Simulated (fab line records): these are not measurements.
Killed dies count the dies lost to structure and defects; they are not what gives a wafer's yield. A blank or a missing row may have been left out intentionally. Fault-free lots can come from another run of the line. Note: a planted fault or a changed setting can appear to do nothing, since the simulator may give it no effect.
Split-lot experiment || flow n5_finfet || on a route of 1938 steps: 7 lots, 21 wafers read

SPLIT DETAILS
At N5_BEOL_M14_SPUTTER_43 (material TaN, target thk 15 nm, time 24.19 s), the setting power_w was moved away from the recipe's 15000 W on 8 of the 21 wafers read, by -17.7% to +6.3%. For the rest of the wafers, this setting stayed at what the recipe calls for.

The reading is taken at the split's own step.

THE READING
TaN_of_BEOL_M14_SPUTTER_43.thk_nm (the simulator's own value, which no gauge read), in nm, at N5_BEOL_M14_SPUTTER_43 (material TaN, target thk 15 nm, time 24.19 s). The file does not state a usual value for it. Across the 13 wafers here that went through the recipe, the average is 14.9 nm and the standard deviation 0.16 nm.

{"wafer": "L076.3", "tool, chamber at the split": "pvd_sputter-03, -", "power_w as run, W": 15000, "against the recipe": "recipe", "TaN_of_BEOL_M14_SPUTTER_43.thk_nm, nm": 15.2, "against lot-mates on the recipe": "-"}
{"wafer": "L076.4", "tool, chamber at the split": "pvd_sputter-03, -", "power_w as run, W": 12340, "against the recipe": "-17.7%", "TaN_of_BEOL_M14_SPUTTER_43.thk_nm, nm": 12.2, "against lot-mates on the recipe": -2.9}
{"wafer": "L076.5", "tool, chamber at the split": "pvd_sputter-03, -", "power_w as run, W": 15000, "against the recipe": "recipe", "TaN_of_BEOL_M14_SPUTTER_43.thk_nm, nm": 15, "against lot-mates on the recipe": "-"}
{"wafer": "L077.1", "tool, chamber at the split": "pvd_sputter-02, -", "power_w as run, W": 15000, "against the recipe": "recipe", "TaN_of_BEOL_M14_SPUTTER_43.thk_nm, nm": 14.8, "against lot-mates on the recipe": "-"}
{"wafer": "L077.3", "tool, chamber at the split": "pvd_sputter-02, -", "power_w as run, W": 15000, "against the recipe": "recipe", "TaN_of_BEOL_M14_SPUTTER_43.thk_nm, nm": 15, "against lot-mates on the recipe": "-"}
{"wafer": "L077.4", "tool, chamber at the split": "pvd_sputter-02, -", "power_w as run, W": 15000, "against the recipe": "recipe", "TaN_of_BEOL_M14_SPUTTER_43.thk_nm, nm": 14.6, "against lot-mates on the recipe": "-"}
{"wafer": "L078.1", "tool, chamber at the split": "pvd_sputter-01, -", "power_w as run, W": 15000, "against the recipe": "recipe", "TaN_of_BEOL_M14_SPUTTER_43.thk_nm, nm": 15, "against lot-mates on the recipe": "-"}
{"wafer": "L078.4", "tool, chamber at the split": "pvd_sputter-01, -", "power_w as run, W": 14060, "against the recipe": "-6.3%", "TaN_of_BEOL_M14_SPUTTER_43.thk_nm, nm": 14.2, "against lot-mates on the recipe": -0.8}
{"wafer": "L078.6", "tool, chamber at the split": "pvd_sputter-01, -", "power_w as run, W": 14060, "against the recipe": "-6.3%", "TaN_of_BEOL_M14_SPUTTER_43.thk_nm, nm": 14, "against lot-mates on the recipe": -1.0}
{"wafer": "L079.1", "tool, chamber at the split": "pvd_sputter-01, -", "power_w as run, W": 15000, "against the recipe": "recipe", "TaN_of_BEOL_M14_SPUTTER_43.thk_nm, nm": 15, "against lot-mates on the recipe": "-"}
{"wafer": "L079.2", "tool, chamber at the split": "pvd_sputter-01, -", "power_w as run, W": 15000, "against the recipe": "recipe", "TaN_of_BEOL_M14_SPUTTER_43.thk_nm, nm": 15.2, "against lot-mates on the recipe": "-"}
{"wafer": "L079.3", "tool, chamber at the split": "pvd_sputter-01, -", "power_w as run, W": 15750, "against the recipe": "+5.0%", "TaN_of_BEOL_M14_SPUTTER_43.thk_nm, nm": 15.6, "against lot-mates on the recipe": "+0.5"}
{"wafer": "L085.1", "tool, chamber at the split": "pvd_sputter-01, -", "power_w as run, W": 15940, "against the recipe": "+6.3%", "TaN_of_BEOL_M14_SPUTTER_43.thk_nm, nm": 15.8, "against lot-mates on the recipe": "+0.8"}
{"wafer": "L085.3", "tool, chamber at the split": "pvd_sputter-01, -", "power_w as run, W": 15000, "against the recipe": "recipe", "TaN_of_BEOL_M14_SPUTTER_43.thk_nm, nm": 15, "against lot-mates on the recipe": "-"}
{"wafer": "L085.4", "tool, chamber at the split": "pvd_sputter-01, -", "power_w as run, W": 15000, "against the recipe": "recipe", "TaN_of_BEOL_M14_SPUTTER_43.thk_nm, nm": 15, "against lot-mates on the recipe": "-"}
{"wafer": "L083.3", "tool, chamber at the split": "pvd_sputter-01, -", "power_w as run, W": 15000, "against the recipe": "recipe", "TaN_of_BEOL_M14_SPUTTER_43.thk_nm, nm": 14.8, "against lot-mates on the recipe": "-"}
{"wafer": "L083.5", "tool, chamber at the split": "pvd_sputter-01, -", "power_w as run, W": 12870, "against the recipe": "-14.2%", "TaN_of_BEOL_M14_SPUTTER_43.thk_nm, nm": 12.8, "against lot-mates on the recipe": -2.0}
{"wafer": "L083.6", "tool, chamber at the split": "pvd_sputter-01, -", "power_w as run, W": 12870, "against the recipe": "-14.2%", "TaN_of_BEOL_M14_SPUTTER_43.thk_nm, nm": 12.8, "against lot-mates on the recipe": -2.0}
{"wafer": "L092.2", "tool, chamber at the split": "pvd_sputter-03, -", "power_w as run, W": 15000, "against the recipe": "recipe", "TaN_of_BEOL_M14_SPUTTER_43.thk_nm, nm": 14.8, "against lot-mates on the recipe": "-"}
{"wafer": "L092.5", "tool, chamber at the split": "pvd_sputter-03, -", "power_w as run, W": 15000, "against the recipe": "recipe", "TaN_of_BEOL_M14_SPUTTER_43.thk_nm, nm": 14.8, "against lot-mates on the recipe": "-"}
{"wafer": "L092.4", "tool, chamber at the split": "pvd_sputter-03, -", "power_w as run, W": 12450, "against the recipe": "-17.0%", "TaN_of_BEOL_M14_SPUTTER_43.thk_nm, nm": 12.4, "against lot-mates on the recipe": -2.4}

FIT RESULTS
A straight line over all 21 wafers: TaN_of_BEOL_M14_SPUTTER_43.thk_nm changes by +0.149 nm for each +1% of power_w; r = +0.99; the points scatter about the line by 0.15 nm.
The same after taking each lot's own level away (the mean of its wafers on the recipe; 21 wafers): +0.145 nm for each +1%; r = +0.99; scatter 0.13 nm.
According to that fit, moving power_w by its largest amount changes the reading by 2.6 nm.
The span of the lots' own levels, 14.80 to 15.10 nm, comes to 1.8 times the standard deviation stated above.
Consequently the slope shifts little with the lot-to-lot level, the two slopes agreeing.
Check: for one of the wafers moved furthest among these (-17.7%), held out of the fit, the line's prediction against its lot-mates is -2.47 nm. Against them it came out at -2.9 nm.

THE FILE'S OWN FIT
TaN_of_BEOL_M14_SPUTTER_43.thk_nm changes by +0.147 nm for each +1% of power_w, r = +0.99.
